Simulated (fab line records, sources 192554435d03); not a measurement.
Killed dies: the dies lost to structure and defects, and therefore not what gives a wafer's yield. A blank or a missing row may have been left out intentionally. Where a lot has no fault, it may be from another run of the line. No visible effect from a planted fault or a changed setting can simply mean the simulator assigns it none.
Split-lot experiment ; flow n5-finfet ; 21 wafers read from 7 lots, route of 1938 steps

== SPLIT DETAILS ==
At N5_BEOL_M14_ILD_DEP_00 (deposits SiO2 from TEOS/O2, target thk 1119.3 nm, time 237.4 s), the setting time-s was moved away from the recipe's 237.4 s on 8 of the 21 wafers read, by -5.8% to +13.8%. All remaining wafers had this setting at the recipe value.

Between the split and the reading, the file records no step.

== THE READING ==
M14_ILD_THK at N5_BEOL_M14_THK_MEAS_01, in nm. Typical for fault-free wafers on this fab line: 1114 nm, with standard deviation 17 nm.

wafer;tool, chamber at the split;time-s as run, s;against the recipe;M14_ILD_THK, nm;against lot-mates on the recipe
L075.1;pecvd-01, 0;237.4;recipe;1124;-
L075.3;pecvd-01, 2;237.4;recipe;1112;-
L075.5;pecvd-01, 1;237.4;recipe;1111;-
L078.3;pecvd-01, 1;237.4;recipe;1088;-
L078.4;pecvd-01, 2;270.1;+13.8%;1286;+198
L078.6;pecvd-01, 0;270.1;+13.8%;1276;+188
L083.4;pecvd-01, 0;237.4;recipe;1120;-
L083.5;pecvd-01, 2;237.4;recipe;1124;-
L083.6;pecvd-01, 1;237.4;recipe;1111;-
L082.1;pecvd-02, 0;237.4;recipe;1096;-
L082.3;pecvd-02, 1;267.8;+12.8%;1237;+141
L082.5;pecvd-02, 0;267.8;+12.8%;1261;+165
L084.1;pecvd-01, 1;237.4;recipe;1078;-
L084.4;pecvd-01, 1;223.7;-5.8%;1039;-39
L084.5;pecvd-01, 0;223.7;-5.8%;1062;-16
L087.1;pecvd-04, 0;237.4;recipe;1122;-
L087.2;pecvd-04, 1;237.4;recipe;1115;-
L087.4;pecvd-04, 1;237.4;recipe;1137;-
L093.1;pecvd-04, 1;252.1;+6.2%;1169;+49
L093.4;pecvd-04, 0;237.4;recipe;1120;-
L093.5;pecvd-04, 2;252.1;+6.2%;1200;+80

THE FIT
A straight line over all 21 wafers: M14_ILD_THK changes by +11.4 nm for each +1% of time-s; r = +0.98; the points scatter about the line by 16 nm.
The same after taking each lot's own level away (the mean of its wafers on the recipe; 21 wafers): +11.8 nm for each +1%; r = +0.97; scatter 18 nm.
According to that fit, moving time-s by its largest amount changes the reading by 1.6e+02 nm.
The span of the lots' own levels, 1078.0 to 1124.7 nm, comes to 2.7 times the standard deviation stated above.
Hence the lot-to-lot level has little effect on the slope; both slopes agree.
Check: with one of the wafers moved furthest among these (+13.8%) left out of the fit, the line predicts +160 nm for it against its lot-mates. It came out at +198 nm against them.

== THE WHOLE CHAIN: every reading that the file lists as answering this split, in the file's order ==
step;what it does;reading;change (the file's fit);r (the file's)
N5_BEOL_M14_ILD_DEP_00;deposits SiO2 from TEOS/O2, target thk 1119.3 nm, time 237.4 s;SiO2_of_BEOL_M14_ILD_DEP_00.thk-nm (the simulator's own value, which no gauge read);+12.2 nm for each +1% of the setting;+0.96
N5_BEOL_M14_THK_MEAS_01;;M14_ILD_THK;+12.2 for each +1% of the setting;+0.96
N5_BEOL_M14_VIA_ETCH_16;etches SiO2 in C4F8/O2/Ar, target depth 1231.3 nm;etch.depth-nm (the simulator's own value, which no gauge read);+12.2 nm for each +1% of the setting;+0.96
N5_BEOL_M14_VIA_ETCH_16;etches SiO2 in C4F8/O2/Ar, target depth 1231.3 nm;coat_of_BEOL_M14_COAT_04.thk-nm (the simulator's own value, which no gauge read);-2.77 nm for each +1% of the setting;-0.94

== FILE'S OWN FIT ==
M14_ILD_THK changes by +12.2 nm for each +1% of time-s, r = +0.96.
